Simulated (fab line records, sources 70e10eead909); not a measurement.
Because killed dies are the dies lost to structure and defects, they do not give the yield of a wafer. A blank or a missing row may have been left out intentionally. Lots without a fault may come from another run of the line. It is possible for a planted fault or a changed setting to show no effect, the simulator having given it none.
Which tool is to blame?    flow nand harc    23 lots with 69 wafers sampled at 6 steps, on a route of 1302 steps

## WHAT THE GAUGES SHOWED, per wafer
Not one reading of a measure or inspect step in the record can be checked against a usual standard deviation.

## TOOL THAT RAN EACH LOT (tool first, then ch and the chambers of the sampled wafers, then the start)
lot   NHARC_A_CONTACT_DESCUM_13           NHARC_A_CONTACT_ETCH_89                        NHARC_A_CONTACT_ETCH_134              NHARC_A_CONTACT_ETCH_98                        NHARC_A_CONTACT_ALD_18               NHARC_A_BLC_STRIP_29
L074  rie diel-08 ch 0,1,3, day 22 21:56  rie diel-08 ch 0,1,3, day 22 23:05 or earlier  har cap etch-03 ch 0,1, day 22 23:05  rie diel-01 ch 0,1,2, day 23 02:05 or earlier  ald metal-02 ch 1,2,3, day 23 02:05  rie diel-03 ch 0,1,2, day 23 06:10
L075  rie diel-08 ch 0,1,2, day 22 22:56  rie diel-08 ch 0,2,3, day 23 00:36 or earlier  har cap etch-02 ch 0,1, day 23 00:36  rie diel-01 ch 0,3, day 23 03:33 or earlier    ald metal-04 ch 0,1,2, day 23 03:33  rie diel-03 ch 0,1,3, day 23 06:47
L076  rie diel-01 ch 0,1,3, day 23 07:59  rie diel-01 ch 0,1,3, day 23 09:10 or earlier  har cap etch-01 ch 0,1, day 23 09:10  rie diel-01 ch 1,2, day 23 12:07 or earlier    ald metal-01 ch 0,1,2, day 23 12:07  rie diel-12 ch 0,2, day 23 16:00
L077  rie diel-10 ch 1,2,3, day 23 19:46  rie diel-10 ch 0,1,2, day 23 20:56 or earlier  har cap etch-03 ch 0,1, day 23 20:56  rie diel-01 ch 0,1,2, day 24 13:14 or earlier  ald metal-01 ch 0,2,3, day 24 13:14  rie diel-03 ch 0,1,3, day 24 16:37
L079  rie diel-08 ch 0,1,3, day 24 03:59  rie diel-08 ch 0,2,3, day 24 05:07 or earlier  har cap etch-03 ch 0,1, day 24 05:07  rie diel-08 ch 2,3, day 24 08:52 or earlier    ald metal-01 ch 0,1,3, day 24 08:52  rie diel-03 ch 1,2,3, day 24 12:11
L078  rie diel-08 ch 0,1,3, day 24 07:55  rie diel-08 ch 0,3, day 24 09:07 or earlier    har cap etch-02 ch 0,1, day 24 09:07  rie diel-08 ch 0,1,2, day 24 12:36 or earlier  ald metal-02 ch 0,1, day 24 12:36    rie diel-12 ch 0,2,3, day 24 15:45
L081  rie diel-01 ch 0,2,3, day 25 10:19  rie diel-01 ch 1,2,3, day 25 11:26 or earlier  har cap etch-03 ch 0,1, day 25 11:26  rie diel-01 ch 0,1,2, day 25 14:26 or earlier  ald metal-01 ch 0,1,2, day 25 14:26  rie diel-03 ch 1,2,3, day 25 17:43
L080  rie diel-10 ch 0,1,3, day 25 11:49  rie diel-10 ch 0,1,2, day 25 12:59 or earlier  har cap etch-02 ch 0,1, day 25 12:59  rie diel-08 ch 0,1,2, day 25 15:58 or earlier  ald metal-04 ch 0,2,3, day 25 15:58  rie diel-03 ch 1,2, day 25 19:08
L082  rie diel-01 ch 2,3, day 25 15:35    rie diel-01 ch 0,2,3, day 25 17:06 or earlier  har cap etch-03 ch 0,1, day 25 17:06  rie diel-10 ch 1,2,3, day 25 20:08 or earlier  ald metal-02 ch 1,2,3, day 25 20:08  rie diel-03 ch 0,2,3, day 25 23:19
L086  rie diel-01 ch 0,1,3, day 27 09:04  rie diel-01 ch 1,2,3, day 27 10:37 or earlier  har cap etch-01 ch 0,1, day 27 10:37  rie diel-08 ch 1,2,3, day 27 13:42 or earlier  ald metal-04 ch 0,2,3, day 27 13:42  rie diel-12 ch 0,1,2, day 27 16:48
L087  rie diel-10 ch 0,1,2, day 27 15:53  rie diel-10 ch 0,2,3, day 27 17:10 or earlier  har cap etch-03 ch 0,1, day 27 17:10  rie diel-10 ch 0,1,3, day 27 20:10 or earlier  ald metal-01 ch 0,2,3, day 27 20:10  rie diel-03 ch 0,1,2, day 27 23:29
L085  rie diel-08 ch 1,2,3, day 27 18:16  rie diel-08 ch 0,1, day 27 19:46 or earlier    har cap etch-03 ch 0,1, day 27 19:46  rie diel-08 ch 2,3, day 27 22:54 or earlier    ald metal-04 ch 0,1,2, day 27 22:54  rie diel-12 ch 1,2,3, day 28 02:16
L084  rie diel-01 ch 1,3, day 28 03:53    rie diel-01 ch 1,3, day 28 05:11 or earlier    har cap etch-02 ch 0,1, day 28 05:11  rie diel-01 ch 1,2,3, day 28 08:11 or earlier  ald metal-01 ch 0,2, day 28 08:11    rie diel-12 ch 1,2,3, day 28 11:26
L091  rie diel-01 ch 0,1,2, day 28 09:17  rie diel-01 ch 0,1,2, day 28 10:23 or earlier  har cap etch-01 ch 0,1, day 28 10:23  rie diel-08 ch 0,1,3, day 28 14:28 or earlier  ald metal-02 ch 0,1,3, day 28 14:28  rie diel-12 ch 0,2,3, day 28 17:50
L089  rie diel-01 ch 1,2,3, day 28 11:17  rie diel-01 ch 0,2,3, day 28 12:34 or earlier  har cap etch-02 ch 0,1, day 28 12:34  rie diel-01 ch 0,1,2, day 28 15:34 or earlier  ald metal-04 ch 1,2,3, day 28 15:34  rie diel-12 ch 1,2,3, day 28 18:49
L088  rie diel-08 ch 0,1, day 28 14:13    rie diel-08 ch 0,1,2, day 28 15:47 or earlier  har cap etch-01 ch 0,1, day 28 15:47  rie diel-08 ch 0,2, day 28 17:45               ald metal-04 ch 0,3, day 28 18:56    rie diel-07 ch 1,2,3, day 28 22:10
L090  rie diel-01 ch 1,2,3, day 28 20:17  rie diel-01 ch 1,2, day 28 21:29 or earlier    har cap etch-02 ch 0,1, day 28 21:29  rie diel-01 ch 1,2,3, day 29 00:26 or earlier  ald metal-02 ch 1,2, day 29 00:26    rie diel-03 ch 0,1, day 29 03:38
L093  rie diel-10 ch 1,2, day 29 20:21    rie diel-10 ch 0,1, day 29 21:38 or earlier    har cap etch-01 ch 0,1, day 29 21:38  rie diel-10 ch 0,1, day 30 00:37 or earlier    ald metal-04 ch 0,1,2, day 30 00:37  rie diel-12 ch 0,2,3, day 30 03:43
L092  rie diel-01 ch 1,2,3, day 29 22:44  rie diel-01 ch 0,1,2, day 29 23:51 or earlier  har cap etch-02 ch 0,1, day 29 23:51  rie diel-01 ch 1,2,3, day 30 01:52             ald metal-02 ch 0,1,2, day 30 03:01  rie diel-07 ch 0,1,3, day 30 06:07
L094  rie diel-01 ch 0,3, day 30 23:44    rie diel-01 ch 2,3, day 31 00:58 or earlier    har cap etch-03 ch 0,1, day 31 00:58  rie diel-10 ch 0,1,2, day 31 04:14 or earlier  ald metal-04 ch 0,1,2, day 31 04:14  rie diel-03 ch 1,2,3, day 31 07:19
L096  rie diel-08 ch 0,2, day 31 20:35    rie diel-08 ch 1,2,3, day 31 21:43 or earlier  har cap etch-02 ch 0,1, day 31 21:43  rie diel-01 ch 0,1,2, day 32 01:58 or earlier  ald metal-04 ch 0,2, day 32 01:58    rie diel-12 ch 0,2,3, day 32 05:11
L097  rie diel-01 ch 0,1,3, day 32 01:59  rie diel-01 ch 0,1, day 32 03:20 or earlier    har cap etch-03 ch 0,1, day 32 03:20  rie diel-01 ch 0,1,2, day 32 06:19 or earlier  ald metal-02 ch 0,3, day 32 06:19    rie diel-07 ch 0,1,2, day 32 09:27
L095  rie diel-01 ch 0,1, day 32 02:22    rie diel-01 ch 0,2, day 32 03:41 or earlier    har cap etch-01 ch 0,1, day 32 03:41  rie diel-10 ch 1,2,3, day 32 06:41 or earlier  ald metal-04 ch 0,1, day 32 06:41    rie diel-03 ch 0,1, day 32 10:05
- NHARC_A_CONTACT_DESCUM_13: chemistry O2, time 3 s.
- NHARC_A_CONTACT_ETCH_89: etches the open film in N2/H2, target depth 260 nm, time 475.3 s.
- NHARC_A_CONTACT_ETCH_134: etches the open film in C4F8/O2/Ar, time 140 s, target depth 700 nm.
- NHARC_A_CONTACT_ETCH_98: etches the open film in C4F6/O2, target depth 20 nm, time 10 s.
- NHARC_A_CONTACT_ALD_18: deposits TiN, target thk 3 nm, pulse time 1 s, ald cycles 150.
- NHARC_A_BLC_STRIP_29: strips in CF4.

## WHAT THE TOOLS THEMSELVES READ (means of the sampled wafers that have a number; where no wafer has one, the mark that the record gives instead)
NHARC_A_CONTACT_DESCUM_13.
lot   tool         drypump motor current A (A)  oes product au (a.u.)  rf vpp V (V)  showerhead plenum p Torr (Torr)  throttle valve pct (%)
L074  rie diel-08  6.1                          0.999                  57.8          1.91                             11.309
L075  rie diel-08  6.3                          1.010                  57.9          1.96                             11.314
L076  rie diel-01  5.8                          1.001                  58.6          1.89                             11.305
L077  rie diel-10  5.4                          0.996                  58.0          1.84                             11.315
L079  rie diel-08  6.1                          0.996                  58.0          1.90                             11.307
L078  rie diel-08  6.1                          0.998                  58.2          1.90                             11.315
L081  rie diel-01  5.6                          1.011                  57.6          1.85                             11.309
L080  rie diel-10  5.4                          1.011                  57.4          1.85                             11.303
L082  rie diel-01  5.6                          1.002                  57.2          1.87                             11.301
L086  rie diel-01  5.8                          1.003                  57.7          1.89                             11.315
L087  rie diel-10  5.5                          0.995                  57.6          1.93                             11.314
L085  rie diel-08  6.2                          1.008                  57.0          1.88                             11.311
L084  rie diel-01  5.7                          1.014                  56.8          1.90                             11.298
L091  rie diel-01  5.9                          1.003                  57.8          1.86                             11.312
L089  rie diel-01  5.9                          1.014                  57.2          1.87                             11.321
L088  rie diel-08  6.4                          0.997                  57.6          1.90                             11.301
L090  rie diel-01  5.9                          1.011                  57.9          1.87                             11.310
L093  rie diel-10  5.4                          0.994                  57.5          1.95                             11.313
L092  rie diel-01  5.9                          1.015                  58.4          1.87                             11.315
L094  rie diel-01  5.4                          1.013                  57.3          1.87                             11.316
L096  rie diel-08  6.1                          0.994                  57.8          1.99                             11.310
L097  rie diel-01  5.8                          1.003                  58.0          1.88                             11.322
L095  rie diel-01  5.8                          1.004                  57.2          1.86                             11.311

NHARC_A_CONTACT_ETCH_89.
lot   tool         drypump motor current A (A)  oes product au (a.u.)  rf vpp V (V)  showerhead plenum p Torr (Torr)  throttle valve pct (%)
L074  rie diel-08  6.1                          1.010                  430.3         2.03                             14.165
L075  rie diel-08  6.0                          0.995                  431.1         2.07                             14.165
L076  rie diel-01  5.8                          1.001                  429.2         2.01                             14.167
L077  rie diel-10  5.5                          1.006                  427.9         1.96                             14.158
L079  rie diel-08  6.0                          0.994                  430.4         2.07                             14.168
L078  rie diel-08  5.9                          0.999                  432.1         2.09                             14.168
L081  rie diel-01  5.9                          1.013                  430.0         2.00                             14.181
L080  rie diel-10  5.5                          1.007                  428.0         1.95                             14.171
L082  rie diel-01  5.6                          1.005                  428.9         1.98                             14.180
L086  rie diel-01  5.9                          1.017                  430.1         2.00                             14.176
L087  rie diel-10  5.5                          0.999                  429.8         2.02                             14.165
L085  rie diel-08  6.4                          1.008                  430.2         2.04                             14.174
L084  rie diel-01  5.7                          1.011                  430.3         2.02                             14.175
L091  rie diel-01  6.0                          1.009                  428.6         1.98                             14.174
L089  rie diel-01  5.6                          1.001                  428.7         1.97                             14.170
L088  rie diel-08  6.4                          0.997                  431.3         2.07                             14.172
L090  rie diel-01  6.2                          1.006                  429.5         2.00                             14.167
L093  rie diel-10  5.4                          0.992                  428.0         1.96                             14.161
L092  rie diel-01  5.9                          1.005                  429.1         1.98                             14.174
L094  rie diel-01  5.7                          1.006                  427.7         1.96                             14.166
L096  rie diel-08  6.3                          1.005                  429.4         1.99                             14.163
L097  rie diel-01  5.9                          1.004                  429.3         1.99                             14.168
L095  rie diel-01  5.8                          1.000                  427.5         1.94                             14.166

NHARC_A_CONTACT_ETCH_98.
lot   tool         drypump motor current A (A)  oes product au (a.u.)  rf vpp V (V)  showerhead plenum p Torr (Torr)  throttle valve pct (%)
L074  rie diel-01  5.9                          0.952                  545.1         3.84                             26.910
L075  rie diel-01  5.5                          0.948                  545.4         3.84                             26.895
L076  rie diel-01  6.2                          0.942                  545.6         3.88                             26.900
L077  rie diel-01  5.9                          0.968                  545.7         3.83                             26.901
L079  rie diel-08  6.0                          0.932                  545.0         3.85                             26.906
L078  rie diel-08  6.4                          0.941                  548.5         4.00                             26.891
L081  rie diel-01  5.9                          0.952                  545.7         3.83                             26.904
L080  rie diel-08  6.4                          0.961                  547.8         3.99                             26.907
L082  rie diel-10  5.5                          0.954                  543.8         3.76                             26.909
L086  rie diel-08  6.3                          0.962                  544.7         3.86                             26.903
L087  rie diel-10  5.4                          0.942                  543.9         3.79                             26.904
L085  rie diel-08  5.9                          0.952                  545.5         3.84                             26.902
L084  rie diel-01  5.9                          0.948                  544.5         3.85                             26.907
L091  rie diel-08  6.1                          0.983                  545.9         3.88                             26.905
L089  rie diel-01  5.9                          0.955                  544.3         3.82                             26.893
L088  rie diel-08  6.3                          0.955                  549.1         4.05                             26.908
L090  rie diel-01  5.9                          0.970                  545.5         3.85                             26.904
L093  rie diel-10  5.4                          0.934                  544.3         3.79                             26.899
L092  rie diel-01  5.9                          0.958                  545.8         3.85                             26.903
L094  rie diel-10  5.4                          0.994                  546.6         3.94                             26.896
L096  rie diel-01  5.9                          0.997                  545.0         3.81                             26.902
L097  rie diel-01  6.0                          0.958                  544.5         3.81                             26.910
L095  rie diel-10  5.4                          1.008                  546.8         3.92                             26.908

NHARC_A_CONTACT_ALD_18.
lot   tool          heater power w (W)  precursor pulse height rel
L074  ald metal-02  1118                0.996
L075  ald metal-04  1050                1.030
L076  ald metal-01  1185                1.001
L077  ald metal-01  1158                1.006
L079  ald metal-01  1107                0.985
L078  ald metal-02  1005                1.002
L081  ald metal-01  1186                1.009
L080  ald metal-04  1067                1.005
L082  ald metal-02  1117                0.990
L086  ald metal-04  1055                1.003
L087  ald metal-01  1192                1.013
L085  ald metal-04  1046                1.017
L084  ald metal-01  1290                1.006
L091  ald metal-02  1027                1.012
L089  ald metal-04  1050                0.985
L088  ald metal-04  944                 1.022
L090  ald metal-02  1139                0.983
L093  ald metal-04  1023                0.988
L092  ald metal-02  1067                0.995
L094  ald metal-04  1018                0.976
L096  ald metal-04  1097                1.005
L097  ald metal-02  969                 0.982
L095  ald metal-04  963                 1.010

NHARC_A_BLC_STRIP_29.
lot   tool         drypump motor current A (A)  oes product au (a.u.)  rf vpp V (V)  showerhead plenum p Torr (Torr)  throttle valve pct (%)
L074  rie diel-03  5.9                          0.999                  59.5          1.74                             13.287
L075  rie diel-03  5.7                          0.994                  60.1          1.78                             13.282
L076  rie diel-12  5.1                          1.004                  59.0          1.76                             13.282
L077  rie diel-03  5.8                          0.999                  59.3          1.78                             13.283
L079  rie diel-03  6.0                          1.000                  60.2          1.74                             13.277
L078  rie diel-12  5.2                          0.999                  59.6          1.79                             13.275
L081  rie diel-03  6.1                          1.005                  59.0          1.74                             13.277
L080  rie diel-03  6.2                          1.004                  59.2          1.70                             13.281
L082  rie diel-03  5.8                          0.999                  58.8          1.77                             13.287
L086  rie diel-12  5.1                          1.008                  59.0          1.76                             13.276
L087  rie diel-03  6.0                          1.002                  58.2          1.74                             13.282
L085  rie diel-12  5.3                          1.003                  59.2          1.79                             13.284
L084  rie diel-12  5.3                          1.007                  59.5          1.79                             13.280
L091  rie diel-12  5.2                          1.004                  59.7          1.79                             13.284
L089  rie diel-12  5.3                          1.006                  59.1          1.79                             13.288
L088  rie diel-07  5.6                          0.997                  59.2          1.79                             13.276
L090  rie diel-03  5.9                          0.992                  59.0          1.74                             13.282
L093  rie diel-12  5.2                          0.998                  59.5          1.79                             13.281
L092  rie diel-07  5.6                          0.982                  59.0          1.79                             13.279
L094  rie diel-03  6.1                          0.992                  58.9          1.74                             13.289
L096  rie diel-12  5.2                          1.002                  59.8          1.79                             13.290
L097  rie diel-07  5.8                          0.987                  59.9          1.85                             13.288
L095  rie diel-03  5.9                          0.982                  59.4          1.74                             13.289

## THE ANSWER, worked out from the rows above alone
Rule: the usual values come from the lots themselves. Put in order of their means at a reading, lots are off if they are a third of the lots or fewer, leave a main group of 4 or more, and stand apart from it by a gap of 3 or more times the standard deviation of the main group's means; of several such gaps the widest counts. The tables above print the reading to a certain number of digits; a main group whose means all agree to those digits is not used. A lot without any number at a reading at which 4 lots or more have one is off too. Any other lot the step has rows for is counted as sound. Order of review: gauges by route order, followed by the tools' own readings, for which a lot's mean as printed above is used. The first step at which some lot is off is used, and at that step the reading that is off furthest; a lot without a number counts as furthest.
Across all readings shown, no lot is off: no conclusion can be drawn from this.

## WHAT THE SIMULATOR PUT IN
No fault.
